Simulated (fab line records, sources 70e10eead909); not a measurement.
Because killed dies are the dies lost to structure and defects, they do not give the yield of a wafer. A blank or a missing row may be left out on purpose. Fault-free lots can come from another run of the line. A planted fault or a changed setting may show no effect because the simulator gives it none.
Which tool was responsible? | flow nand-harc | 12 lots with 36 wafers sampled at 4 steps, on a route of 1159 steps

WHAT THE GAUGES SHOWED, per wafer
NHARC_P_M1_INSPECT_27.
lot  | measured     | on                | raw-defect-count
L075 | day 6 11:14  | defect-inspect-01 | 275 381 250
L077 | day 7 01:06  | defect-inspect-01 | 191 247 201
L079 | day 7 02:52  | defect-inspect-01 | 209 265 165
L081 | day 7 20:54  | defect-inspect-02 | 286 304 245
L083 | day 8 11:50  | defect-inspect-01 | 333 258 341
L087 | day 9 06:14  | defect-inspect-01 | 396 202 263
L086 | day 9 07:01  | defect-inspect-02 | 183 264 234
L089 | day 10 03:49 | defect-inspect-01 | 140 273 224
L091 | day 10 11:05 | defect-inspect-01 | 404 348 360
L093 | day 10 18:18 | defect-inspect-02 | 314 322 368
L095 | day 11 10:43 | defect-inspect-02 | 302 260 290
L096 | day 11 22:26 | defect-inspect-01 | 217 369 174

WHICH TOOL RAN EACH LOT (tool, then ch and the chambers of the sampled wafers, then the start)
lot  | NHARC_P_GATE_STRIP_75                | NHARC_P_CONTACT_CMP_01        | NHARC_P_M1_PRE_CLEAN_30
L075 | plasma-asher-02 ch 0,1, day 5 12:05  | cmp-04 ch 1,2,3, day 5 18:56  | pvd-sputter-02, day 6 11:14 or earlier
L077 | plasma-asher-01 ch 0,1, day 6 04:39  | cmp-03 ch 0,1, day 6 11:16    | pvd-sputter-02, day 7 01:06 or earlier
L079 | plasma-asher-01 ch 0,1, day 6 07:43  | cmp-03 ch 1,2, day 6 14:44    | pvd-sputter-02, day 7 02:52 or earlier
L081 | plasma-asher-02 ch 0,1, day 6 23:30  | cmp-03 ch 0,3, day 7 06:19    | pvd-sputter-02, day 7 20:54 or earlier
L083 | plasma-asher-02 ch 0,1, day 7 13:54  | cmp-04 ch 0,1,3, day 7 21:32  | pvd-sputter-03, day 8 11:50 or earlier
L087 | plasma-asher-02 ch 0,1, day 8 08:28  | cmp-04 ch 1,2,3, day 8 15:24  | pvd-sputter-03, day 9 06:14 or earlier
L086 | plasma-asher-02 ch 0,1, day 8 11:04  | cmp-03 ch 0,1,2, day 8 17:34  | pvd-sputter-02, day 9 07:01 or earlier
L089 | plasma-asher-01 ch 1, day 9 02:55    | cmp-04 ch 1,3, day 9 09:29    | pvd-sputter-01, day 10 03:49 or earlier
L091 | plasma-asher-01 ch 0,1, day 9 12:19  | cmp-02 ch 1,2,3, day 9 19:20  | pvd-sputter-01, day 10 11:05 or earlier
L093 | plasma-asher-01 ch 0,1, day 9 22:13  | cmp-04 ch 1,2,3, day 10 04:41 | pvd-sputter-03, day 10 18:18 or earlier
L095 | plasma-asher-02 ch 0,1, day 10 16:36 | cmp-02 ch 0,1,2, day 10 22:59 | pvd-sputter-01, day 11 10:43 or earlier
L096 | plasma-asher-02 ch 0,1, day 11 02:59 | cmp-04 ch 0,1,2, day 11 10:09 | pvd-sputter-01, day 11 22:26 or earlier
- NHARC_P_GATE_STRIP_75: strips in O2.
- NHARC_P_CONTACT_CMP_01: polishes SiO2, target thk 200 nm.
- NHARC_P_M1_PRE_CLEAN_30: time 30 s.

THE ANSWER, worked out from the rows above alone
Rule: what is usual is taken from the lots themselves. Put in order of their means at a reading, lots are off if they are a third of the lots or fewer, leave a main group of 4 or more, and stand apart from it by a gap of 3 or more times the standard deviation of the main group's means; of several such gaps the widest counts. A main group whose means are all the same, to the digits that the tables above print for the reading, isn't used. A lot without any number at a reading at which 4 lots or more have one is off too. Where the step has rows for the other lots, those lots are counted as sound.
None of the lots is off at any reading shown; this tells nothing.

WHAT HAD BEEN PUT IN BY THE SIMULATOR
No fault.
